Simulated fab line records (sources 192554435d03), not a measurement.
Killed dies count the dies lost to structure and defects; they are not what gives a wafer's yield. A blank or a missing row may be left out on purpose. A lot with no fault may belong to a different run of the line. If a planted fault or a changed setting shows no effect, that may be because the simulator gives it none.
fab line records -- flow n5_finfet
[record] lots = 4, wafers = 12, last_day = 17
route steps=1938 shown BEOL_M0_CUTY@703 BEOL_M0@715 BEOL_M4@1111 PASSIVATION@1936
lots untouched by any fault: they come from a run of this same line in which no faults occurred
start_h: hours from the record's first day to the start of the lot's first wafer shown -- wait_h: hours elapsed since this lot's preceding step -- " the same as in the row above -- L1.1+2: one row covering several wafers at once -- - no value present, or no start provided -- * or withheld: withheld -- < > ~ a bound
route shown NAME@n: NAME is a module with steps in the file, n the number in the route of the first one -- usual: average and standard deviation across the fault-free wafers -- same: alike in all rows -- chamber/n: place in a boat -- sites: per-site readings -- _std_site: standard deviation across them -- _edge_site: the outer-site mean with the inner-site mean subtracted -- radius_mm: how far each site lies from the wafer's centre -- mask NAME#n: copy n -- behind: the tool/chamber that last shaped the wafer -- hold: why the lot went on hold/how many hours it stayed there/how the hold came to an end -- device: names the non-switching transistor (n, p or np) -- end of line: tests of these same wafers at the route's end -- step lacking rows: just its recipe -- killed: dies that structure and defects cost at the first sort, which is not the same as the wafer's yield -- map: a wafer's dies, x killed, . not, _ none there
set.NAME: the setting the step ran with; set.NAME@STEP: the setting that earlier step ran with -- model.NAME: the simulator's own value behind a step, which no gauge read
lots at selected steps of the route; one table per step, one row per wafer
services: from which hour (start_h, from the record's first day; less than 0 if before it) a tool's chamber was out of use, for how many hours, and why
[[steps]]
[step N5_BEOL_M0_CUTY_EBR_52]
[recipe] solvent = PGMEA, ebr_width_mm = 1.5
[step N5_BEOL_M0_CUTY_SOFTBAKE_53]
[recipe] temp_c = 110, time_s = 60, resist = CAR-ArF-block
[step N5_BEOL_M0_CUTY_EXPOSE_54]
[recipe] mask_id = M0_ABLK, na = 1.35, source_shape = conventional, sigma_outer = 0.8, polarization = unpolarized, dose_mj = 36
[step N5_BEOL_M0_CUTY_PEB_55]
[recipe] peb_temp_c = 110, peb_time_s = 60, resist = CAR-ArF-block
[step N5_BEOL_M0_CUTY_DEVELOP_56]
[recipe] develop_time_s = 30, developer = TMAH, resist = CAR-ArF-block, rinse_liquid = diw, dry = air_spin, dev_temp_c = 23
[step N5_BEOL_M0_CUTY_DESCUM_61]
[recipe] chemistry = O2, time_s = 7.9, source_power_w = 50, bias_power_w = 20, pressure_mtorr = 20, rf_frequency_hz = 2.712e+07, temp_c = 40, resist = CAR-ArF-block, o2_flow_sccm = 225
[step N5_BEOL_M0_CUTY_ETCH_62]
[recipe] chemistry = CF4, target = SiARC, mask_material = CAR-ArF-block, time_s = 58.5, ion_energy_ev = 80, pressure_mtorr = 40, source_w = 545, bias_w = 36, Ar_flow_sccm = 100, cf4_flow_sccm = 100, ends = cleared
[step N5_BEOL_M0_CUTY_ETCH_63]
[recipe] chemistry = N2/H2, target = SOC, target_depth_a = 827, overetch_a = 165, mask_material = SiARC, temp_c = 40, ion_energy_ev = 200, time_s = 124, pressure_mtorr = 30, source_w = 840, bias_w = 150, n2_flow_sccm = 200, h2_flow_sccm = 200
[step N5_BEOL_M0_CUTY_STRIP_64]
[recipe] chemistry = N2/H2, temp_c = 40, n2_flow_sccm = 200, h2_flow_sccm = 200, rf_frequency_hz = 6e+07
[step N5_BEOL_M0_ETCH_138]
[recipe] chemistry = CH3F/O2, target_depth_a = 120, target = SiCN, time_s = 31.6, ion_energy_ev = 120, pressure_mtorr = 30, source_w = 395, bias_w = 75, Ar_flow_sccm = 150, CH3F_flow_sccm = 30, O2_flow_sccm = 20, ends = cleared
[usual] CH3F_flow_sccm = 30.00/0.084, O2_flow_sccm = 20.00/0.064, drypump_motor_current_A = 5.7/0.52, etch_rf_on_time_s = 29.3/0.93, mfc_ar_sccm = 150.0/0.47, oes_product_au = 0.66/0.063, rf_vpp_V = 296.9/1.5, showerhead_plenum_p_Torr = 1.98/0.069, throttle_valve_pct = 16.44/0.18
lot.wafer,tool,chamber,start_h,wait_h,CH3F_flow_sccm,O2_flow_sccm,drypump_motor_current_A,etch_rf_on_time_s,mfc_ar_sccm,oes_product_au,rf_hours_counter_h,rf_vpp_V,showerhead_plenum_p_Torr,throttle_valve_pct,model.SiO2_of_BEOL_M0_SAQP_SPACER2_ALD_26.thk_nm
L217.2,rie_diel-05,3,122.46,0.0,30.00,20.08,5.4,27.2,150.1,0.67,147,298.4,2.00,16.36,5
L217.5,rie_diel-05,0,122.46,0.0,30.02,19.99,5.7,30.0,149.5,0.65,-,298.1,1.98,16.56,5.2
L217.6,rie_diel-05,1,122.46,0.0,30.02,19.99,6.1,28.6,149.9,0.64,-,294.6,1.89,16.51,5
L223.2,rie_diel-05,3,155.61,0.0,-,-,-,-,-,-,-,-,-,-,7
L223.3,rie_diel-05,2,155.61,0.0,-,-,-,-,-,-,-,-,-,-,7
L223.4,rie_diel-05,0,155.61,0.0,-,-,-,-,-,-,-,-,-,-,7.2
L224.1,rie_diel-05,1,159.18,0.0,-,-,-,-,-,-,-,-,-,-,7
L224.2,rie_diel-05,3,159.18,0.0,-,-,-,-,-,-,-,-,-,-,7
L224.5,rie_diel-05,0,159.18,0.0,-,-,-,-,-,-,-,-,-,-,7.2
L237.2,rie_diel-04,0,240.32,0.0,29.92,19.92,6.0,29.6,150.1,0.63,155,300.0,2.09,16.48,5
L237.5,rie_diel-04,0,240.32,0.0,29.87,19.99,6.0,30.2,149.1,0.63,-,299.6,2.09,16.49,5
L237.6,rie_diel-04,1,240.32,0.0,29.93,19.98,5.8,28.9,149.8,0.71,-,297.5,2.04,16.55,5.2
[step N5_BEOL_M0_HM_OPEN_105]
[recipe] chemistry = Cl2/BCl3, target_depth_a = 120, target = TiN, ion_energy_ev = 150, pressure_mtorr = 10, icp_w = 1000, bias_w = 126, Cl2_flow_sccm = 53.25, bcl3_flow_sccm = 21.75, Ar_flow_sccm = 25
[usual] drypump_motor_current_A = 5.5/0.36, mfc_ar_sccm = 25.00/0.069, oes_product_au = 0.84/0.082, throttle_valve_pct = 21.78/0.17
lot.wafer,tool,chamber,start_h,wait_h,drypump_motor_current_A,mfc_ar_sccm,oes_product_au,rf_hours_counter_h,throttle_valve_pct,model.SiO2_of_BEOL_M0_SAQP_SPACER2_ALD_26.thk_nm
L217.2,rie_metal-02,0,124.14,1.6,5.5,24.81,0.77,41,21.64,2.6
L217.5,rie_metal-02,1,124.14,1.6,5.8,25.07,0.99,-,21.90,2.8
L217.6,rie_metal-02,0,124.14,1.6,5.5,25.04,0.77,-,21.64,2.6
L223.2,rie_metal-01,1,155.70,0.1,5.2,24.99,0.81,30,22.04,4.6
L223.3,rie_metal-01,1,155.70,0.1,5.2,24.91,0.81,-,22.01,4.8
L223.4,rie_metal-01,0,155.70,0.1,5.4,25.11,0.89,-,21.78,4.8
L224.1,rie_metal-01,1,161.26,2.0,5.2,25.05,0.80,30,22.04,4.8
L224.2,rie_metal-01,0,161.26,2.0,5.4,24.95,0.89,12,21.78,4.6
L224.5,rie_metal-01,0,161.26,2.0,5.4,24.92,0.88,-,21.79,4.8
L237.2,rie_metal-03,1,243.12,2.8,5.1,25.01,0.91,14,21.58,2.6
L237.5,rie_metal-03,1,243.12,2.8,5.1,24.99,0.90,-,21.59,2.6
L237.6,rie_metal-03,0,243.12,2.8,6.0,25.05,0.73,-,21.89,2.8
[step N5_BEOL_M0_STRIP_140]
[recipe] chemistry = CF4, resist = SiARC, power_w = 300, bias_power_w = 75, pressure_mtorr = 50, cf4_flow_sccm = 150, rf_frequency_hz = 6e+07
[step N5_BEOL_M0_STRIP_104]
[recipe] chemistry = N2/H2, power_w = 450, temp_c = 40, pressure_mtorr = 20, rf_frequency_hz = 6e+07, overash_fraction = 0.3, bias_power_w = 7, h2_frac = 0.5, n2_flow_sccm = 200, h2_flow_sccm = 200
[step N5_BEOL_M0_WET_ETCH_106]
[recipe] chemistry = DHF, dilution = 10:1, temp_c = 25, target = SiO2, target_depth_a = 1300, dry = ipa_marangoni, rinse_time_s = 30, rinse_temp_c = 23
[step N5_BEOL_M0_ETCH_128]
[recipe] chemistry = CF4/N2, target_depth_a = 120, overetch_a = 51, target = SiCN, time_s = 21.4, ion_energy_ev = 150, pressure_mtorr = 40, source_w = 430, bias_w = 70, Ar_flow_sccm = 100, cf4_flow_sccm = 60, n2_flow_sccm = 60
[usual] bias_w = 70.01/0.22, cf4_flow_sccm = 59.98/0.16, drypump_motor_current_A = 5.7/0.52, mfc_ar_sccm = 100.0/0.32, oes_product_au = 0.54/0.054, rf_vpp_V = 382.1/2.1, showerhead_plenum_p_Torr = 2.19/0.081, throttle_valve_pct = 15.53/0.19
lot.wafer,tool,chamber,start_h,wait_h,bias_w,cf4_flow_sccm,drypump_motor_current_A,mfc_ar_sccm,oes_product_au,rf_hours_counter_h,rf_vpp_V,showerhead_plenum_p_Torr,throttle_valve_pct
L217.2,rie_diel-04,0,124.90,0.3,69.79,59.95,6.0,100.0,0.52,124,385.8,2.31,15.56
L217.5,rie_diel-04,1,124.90,0.3,70.01,59.86,5.8,100.0,0.63,-,382.5,2.26,15.54
L217.6,rie_diel-04,2,124.90,0.3,69.67,59.91,4.9,99.9,0.50,-,382.3,2.28,15.53
L223.2,rie_diel-05,1,156.25,0.3,70.13,59.98,6.1,99.2,0.27,190,380.2,2.09,15.72
L223.3,rie_diel-05,2,156.25,0.3,69.72,60.09,6.5,99.9,0.30,121,382.3,2.21,15.32
L223.4,rie_diel-05,0,156.25,0.3,69.93,60.18,5.7,99.9,0.29,173,382.0,2.19,15.69
L224.1,rie_diel-04,3,161.57,0.0,69.69,60.22,4.9,99.7,0.28,153,382.5,2.12,15.64
L224.2,rie_diel-04,2,161.57,0.0,69.90,60.24,4.9,100.1,0.27,196,383.4,2.28,15.56
L224.5,rie_diel-04,0,161.57,0.0,69.85,60.01,6.0,99.7,0.28,-,385.8,2.31,15.58
L237.2,rie_diel-04,2,243.60,0.0,69.71,59.89,4.9,100.2,0.49,228,384.9,2.27,15.60
L237.5,rie_diel-04,0,243.60,0.0,70.06,59.80,6.0,99.5,0.52,-,385.2,2.30,15.62
L237.6,rie_diel-04,3,243.60,0.0,70.12,59.87,4.8,99.4,0.48,-,381.3,2.11,15.70
[step N5_BEOL_M0_TRENCH_ETCH_107]
[recipe] chemistry = C4F6/O2, target_depth_a = 328, target = SiOC, time_s = 16.4, ion_energy_ev = 250, pressure_mtorr = 30, source_w = 355, bias_w = 185, Ar_flow_sccm = 300, C4F6_flow_sccm = 10, O2_flow_sccm = 10
[step N5_BEOL_M0_STRIP_142]
[recipe] chemistry = N2/H2, time_s = 10, power_w = 450, temp_c = 40, pressure_mtorr = 20, rf_frequency_hz = 6e+07, bias_power_w = 7, n2_flow_sccm = 200, h2_flow_sccm = 200
[step N5_BEOL_M0_OCD_MEAS_108]
[usual] trench_depth_nm = 32.9/0.71
lot.wafer,tool,chamber,start_h,wait_h,trench_depth_nm
L217.2,ocd-02,-,125.05,0.1,32.4
L217.5,ocd-02,-,125.05,0.1,32.1
L217.6,ocd-02,-,125.05,0.1,31.7
L223.2,ocd-01,-,156.39,0.1,0
L223.3,ocd-01,-,156.39,0.1,0.2
L223.4,ocd-01,-,156.39,0.1,0.0
L224.1,ocd-02,-,161.72,0.1,0.4
L224.2,ocd-02,-,161.72,0.1,0
L224.5,ocd-02,-,161.72,0.1,0
L237.2,ocd-02,-,243.75,0.1,31.6
L237.5,ocd-02,-,243.75,0.1,33.3
L237.6,ocd-02,-,243.75,0.1,32.5
[step N5_BEOL_M0_HM_STRIP_129]
[recipe] chemistry = peroxide_tin_strip, material = TiN, target_depth_a = 170, temp_c = 50, time_s = 108
[step N5_BEOL_M4_RC_MEAS_101]
[usual] DIBL_N = 35.9/1.9, DIBL_P = 35.8/2.4, IOFF_N = 0.15/0.031, IOFF_P = 0.21/0.037, ION_N = 672/13, ION_P = 462/8.3, SS_N = 71.5/0.72, SS_P = 73.2/0.67, VT_N = 250/3.4, VT_P = -250/3.4
lot.wafer,tool,chamber,start_h,wait_h,DIBL_N[mV/V],DIBL_P[mV/V],IOFF_N[nA/um],IOFF_P[nA/um],ION_N[uA/um],ION_P[uA/um],SS_N[mV/dec],SS_P[mV/dec],VT_N[mV],VT_P[mV]
L217.2,prober-01,0,176.76,0.2,33.4,33.5,0.11,0.19,653,460,70.2,72.6,254,-249
L217.5,prober-01,0,176.76,0.2,34.8,35.1,0.13,0.21,664,465,71.0,73.1,251,-248
L217.6,prober-01,0,176.76,0.2,36.4,37.7,0.17,0.27,670,473,71.2,73.5,251,-244
L237.2,prober-02,0,310.43,0.2,36.9,39.3,0.16,0.22,676,461,71.9,73.3,252,-251
L237.5,prober-02,0,310.43,0.2,37.1,39.7,0.17,0.23,689,464,71.8,73.2,246,-249
L237.6,prober-02,0,310.43,0.2,35.9,38.9,0.14,0.22,675,464,72.0,73.0,252,-250
[step N5_PASSIVATION_PROBE_49]
[usual] defect_limited_yield = 91.6/1.2, killed_at_M0_to_M3 = 33/9.4, killed_at_M4_up = 13/5.2, killed_at_contacts = 13/5.6, killed_at_front_end = 37/9.5, killed_at_other = 4/3.1, killed_dies = 99/15, killed_on_rim = 13/3.6, killed_open = 65/11, killed_short = 32/7.5, sort_bin_5_function = 4.9/0.77, sort_bin_6_memory = 3.1/0.65, sort_n_pass = 1081/15, sort_yield_pct = 91.6/1.2
[same] gross_dies = 1180, killed_at_back_side = 0, sort_bin_4_leakage[%] = 0, sort_bin_8_speed[%] = 0
lot.wafer,tool,chamber,start_h,wait_h,defect_limited_yield[%],killed_at_M0_to_M3,killed_at_M4_up,killed_at_contacts,killed_at_front_end,killed_at_other,killed_dies,killed_on_rim,killed_open,killed_short,sort_bin_5_function[%],sort_bin_6_memory[%],sort_n_pass,sort_yield_pct[%]
L224.1,prober-01,-,321.80,0.0,0,1110,20,18,32,0,1180,152,89,21,96.7,3.1,0,0
L224.2,prober-01,-,321.85,0.1,0,1122,19,7,31,1,1180,152,52,33,97.0,2.5,0,0
L224.5,prober-01,-,322.00,0.2,0,1110,28,10,30,2,1180,152,82,37,95.2,4.4,0,0
L223.2,prober-02,-,323.84,0.1,0,1114,5,15,37,9,1180,152,54,35,97.1,2.4,0,0
L223.3,prober-02,-,323.89,0.1,0,1120,11,13,30,6,1180,152,59,42,95.9,3.6,0,0
L223.4,prober-02,-,323.94,0.2,0,1114,13,1,44,8,1180,152,60,36,96.2,3.1,0,0
// killed by level:class
L224.1 BEOL_M0:area_etch=1070 MOL_CONTACT_COAG:geometric_particle:open=16 BEOL_M4:geometric_particle:open=12 BEOL_M3:geometric_particle:open=10 FIN_SAQP:geometric_particle:open=9 STI_FIN_REVEAL:geometric_particle:open=8 BEOL_M1:geometric_particle:open=7 BEOL_M0_SAQP:geometric_particle:short=6
L224.2 BEOL_M0:area_etch=1094 FIN_SAQP:geometric_particle:short=8 BEOL_M3:geometric_particle:open=8 BEOL_M4:geometric_particle:open=7 FIN_SAQP:geometric_particle:open=6 BEOL_M1:geometric_particle:open=5 ILD0:geometric_particle:short=4 ILD0:geometric_particle:open=4
L224.5 BEOL_M0:area_etch=1059 BEOL_M4:geometric_particle:open=14 BEOL_M3:geometric_particle:open=10 MOL_CONTACT_COAG:geometric_particle:open=9 BEOL_M2:geometric_particle:open=9 BEOL_M0_SAQP:geometric_particle:short=8 BEOL_M0_SAQP:geometric_particle:open=8 FIN_SAQP:geometric_particle:short=6
L223.2 BEOL_M0:area_etch=1090 FIN_SAQP:geometric_particle:short=13 MOL_CONTACT_COAG:geometric_particle:open=12 FIN_SAQP:geometric_particle:open=8 BEOL_M1:geometric_particle:open=8 BEOL_M0_SAQP:geometric_particle:short=4 BEOL_M3:geometric_particle:open=4 STARTING-WAFER:geometric_particle:short=4
L223.3 BEOL_M0:area_etch=1079 MOL_CONTACT_COAG:geometric_particle:open=11 BEOL_M0_SAQP:geometric_particle:short=10 FIN_SAQP:geometric_particle:short=9 BEOL_M1:geometric_particle:short=9 FIN_SAQP:geometric_particle:open=8 BEOL_M0:geometric_particle:open=7 BEOL_M3:geometric_particle:open=6
L223.4 BEOL_M0:area_etch=1083 FIN_SAQP:geometric_particle:short=12 FIN_SAQP:geometric_particle:open=11 BEOL_M1:geometric_particle:open=10 STI_FIN_REVEAL:geometric_particle:open=8 BEOL_M0_SAQP:geometric_particle:open=6 BEOL_M3:geometric_particle:open=6 BEOL_M4:geometric_particle:open=5
// map L223.2 (x killed, . not)
_________________xxxxxxxxxxxx________________
______________xxxxxxxxxxxxxxxxxx_____________
___________xxxxxxxxxxxxxxxxxxxxxxxx__________
__________xxxxxxxxxxxxxxxxxxxxxxxxxx_________
________xxxxxxxxxxxxxxxxxxxxxxxxxxxxxx_______
_______xxxxxxxxxxxxxxxxxxxxxxxxxxxxxxxx______
______xxxxxxxxxxxxxxxxxxxxxxxxxxxxxxxxxx_____
_____xxxxxxxxxxxxxxxxxxxxxxxxxxxxxxxxxxxx____
____xxxxxxxxxxxxxxxxxxxxxxxxxxxxxxxxxxxxxx___
___xxxxxxxxxxxxxxxxxxxxxxxxxxxxxxxxxxxxxxxx__
___xxxxxxxxxxxxxxxxxxxxxxxxxxxxxxxxxxxxxxxx__
__xxxxxxxxxxxxxxxxxxxxxxxxxxxxxxxxxxxxxxxxxx_
__xxxxxxxxxxxxxxxxxxxxxxxxxxxxxxxxxxxxxxxxxx_
_xxxxxxxxxxxxxxxxxxxxxxxxxxxxxxxxxxxxxxxxxxxx
_xxxxxxxxxxxxxxxxxxxxxxxxxxxxxxxxxxxxxxxxxxxx
_xxxxxxxxxxxxxxxxxxxxxxxxxxxxxxxxxxxxxxxxxxxx
_xxxxxxxxxxxxxxxxxxxxxxxxxxxxxxxxxxxxxxxxxxxx
_xxxxxxxxxxxxxxxxxxxxxxxxxxxxxxxxxxxxxxxxxxxx
_xxxxxxxxxxxxxxxxxxxxxxxxxxxxxxxxxxxxxxxxxxxx
_xxxxxxxxxxxxxxxxxxxxxxxxxxxxxxxxxxxxxxxxxxxx
_xxxxxxxxxxxxxxxxxxxxxxxxxxxxxxxxxxxxxxxxxxxx
__xxxxxxxxxxxxxxxxxxxxxxxxxxxxxxxxxxxxxxxxxx_
__xxxxxxxxxxxxxxxxxxxxxxxxxxxxxxxxxxxxxxxxxx_
___xxxxxxxxxxxxxxxxxxxxxxxxxxxxxxxxxxxxxxxx__
___xxxxxxxxxxxxxxxxxxxxxxxxxxxxxxxxxxxxxxxx__
____xxxxxxxxxxxxxxxxxxxxxxxxxxxxxxxxxxxxxx___
_____xxxxxxxxxxxxxxxxxxxxxxxxxxxxxxxxxxxx____
______xxxxxxxxxxxxxxxxxxxxxxxxxxxxxxxxxx_____
_______xxxxxxxxxxxxxxxxxxxxxxxxxxxxxxxx______
________xxxxxxxxxxxxxxxxxxxxxxxxxxxxxx_______
__________xxxxxxxxxxxxxxxxxxxxxxxxxx_________
___________xxxxxxxxxxxxxxxxxxxxxxxx__________
______________xxxxxxxxxxxxxxxxxx_____________
_________________xxxxxxxxxxxx________________
// map L224.1 (x killed, . not)
_________________xxxxxxxxxxxx________________
______________xxxxxxxxxxxxxxxxxx_____________
___________xxxxxxxxxxxxxxxxxxxxxxxx__________
__________xxxxxxxxxxxxxxxxxxxxxxxxxx_________
________xxxxxxxxxxxxxxxxxxxxxxxxxxxxxx_______
_______xxxxxxxxxxxxxxxxxxxxxxxxxxxxxxxx______
______xxxxxxxxxxxxxxxxxxxxxxxxxxxxxxxxxx_____
_____xxxxxxxxxxxxxxxxxxxxxxxxxxxxxxxxxxxx____
____xxxxxxxxxxxxxxxxxxxxxxxxxxxxxxxxxxxxxx___
___xxxxxxxxxxxxxxxxxxxxxxxxxxxxxxxxxxxxxxxx__
___xxxxxxxxxxxxxxxxxxxxxxxxxxxxxxxxxxxxxxxx__
__xxxxxxxxxxxxxxxxxxxxxxxxxxxxxxxxxxxxxxxxxx_
__xxxxxxxxxxxxxxxxxxxxxxxxxxxxxxxxxxxxxxxxxx_
_xxxxxxxxxxxxxxxxxxxxxxxxxxxxxxxxxxxxxxxxxxxx
_xxxxxxxxxxxxxxxxxxxxxxxxxxxxxxxxxxxxxxxxxxxx
_xxxxxxxxxxxxxxxxxxxxxxxxxxxxxxxxxxxxxxxxxxxx
_xxxxxxxxxxxxxxxxxxxxxxxxxxxxxxxxxxxxxxxxxxxx
_xxxxxxxxxxxxxxxxxxxxxxxxxxxxxxxxxxxxxxxxxxxx
_xxxxxxxxxxxxxxxxxxxxxxxxxxxxxxxxxxxxxxxxxxxx
_xxxxxxxxxxxxxxxxxxxxxxxxxxxxxxxxxxxxxxxxxxxx
_xxxxxxxxxxxxxxxxxxxxxxxxxxxxxxxxxxxxxxxxxxxx
__xxxxxxxxxxxxxxxxxxxxxxxxxxxxxxxxxxxxxxxxxx_
__xxxxxxxxxxxxxxxxxxxxxxxxxxxxxxxxxxxxxxxxxx_
___xxxxxxxxxxxxxxxxxxxxxxxxxxxxxxxxxxxxxxxx__
___xxxxxxxxxxxxxxxxxxxxxxxxxxxxxxxxxxxxxxxx__
____xxxxxxxxxxxxxxxxxxxxxxxxxxxxxxxxxxxxxx___
_____xxxxxxxxxxxxxxxxxxxxxxxxxxxxxxxxxxxx____
______xxxxxxxxxxxxxxxxxxxxxxxxxxxxxxxxxx_____
_______xxxxxxxxxxxxxxxxxxxxxxxxxxxxxxxx______
________xxxxxxxxxxxxxxxxxxxxxxxxxxxxxx_______
__________xxxxxxxxxxxxxxxxxxxxxxxxxx_________
___________xxxxxxxxxxxxxxxxxxxxxxxx__________
______________xxxxxxxxxxxxxxxxxx_____________
_________________xxxxxxxxxxxx________________
[[services]]
tool,chamber,start_h,hours,kind
rie_metal-02,1,101.61,-,clean
rie_metal-02,1,101.61,17.6,scheduled_down
rie_metal-02,1,101.61,17.6,vent_cycle
rie_diel-05,-,130.49,0.3,repair
rie_diel-04,0,167.03,32.6,repair
rie_diel-04,3,191.39,5.6,repair
rie_metal-01,-,204.00,0.5,repair
rie_diel-05,-,219.24,0.6,repair
[[key]]
[first_sign] step = N5_BEOL_M0_ETCH_138, reading = tool_record, direction = missing
[effect] step = N5_BEOL_M0_ETCH_128, reading = oes_product_au, direction = down, sigmas = 4.8, usual = 0.54, struck = 0.28
[effect] step = N5_BEOL_M0_OCD_MEAS_108, reading = trench_depth_nm, direction = down, sigmas = 46, usual = 32.9, struck = 0.1
[effect] step = N5_PASSIVATION_PROBE_49, reading = sort_bin_5_function, direction = up, sigmas = 99+, usual = 4.9, struck = 96.4
[model_effect] step = N5_BEOL_M0_ETCH_138, value = SiO2_of_BEOL_M0_SAQP_SPACER2_ALD_26.thk_nm, without = 5.1, struck = 7.067
[model_effect] step = N5_BEOL_M0_HM_OPEN_105, value = SiO2_of_BEOL_M0_SAQP_SPACER2_ALD_26.thk_nm, without = 2.7, struck = 4.733
[more_kills_born_at] N5_BEOL_M0_ETCH_138@rie_diel-05 = 6475
met_at N5_BEOL_M0_ETCH_138
struck_wafers L223.2,L223.3,L223.4,L224.1,L224.2,L224.5
later_rows_left_out L223.2,L223.3,L223.4,L224.1,L224.2,L224.5
onset_between 122.46 155.61
[fault] kind = skipped_step_whole, tool = rie_diel-05, chamber = -, onset_h = 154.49, steps = N5_BEOL_M0_ETCH_138, scope = struck_lots_only
// later_rows_left_out: the simulator's readings of these wafers behind a module that went badly wrong aren't trusted and aren't shown, but for the sort
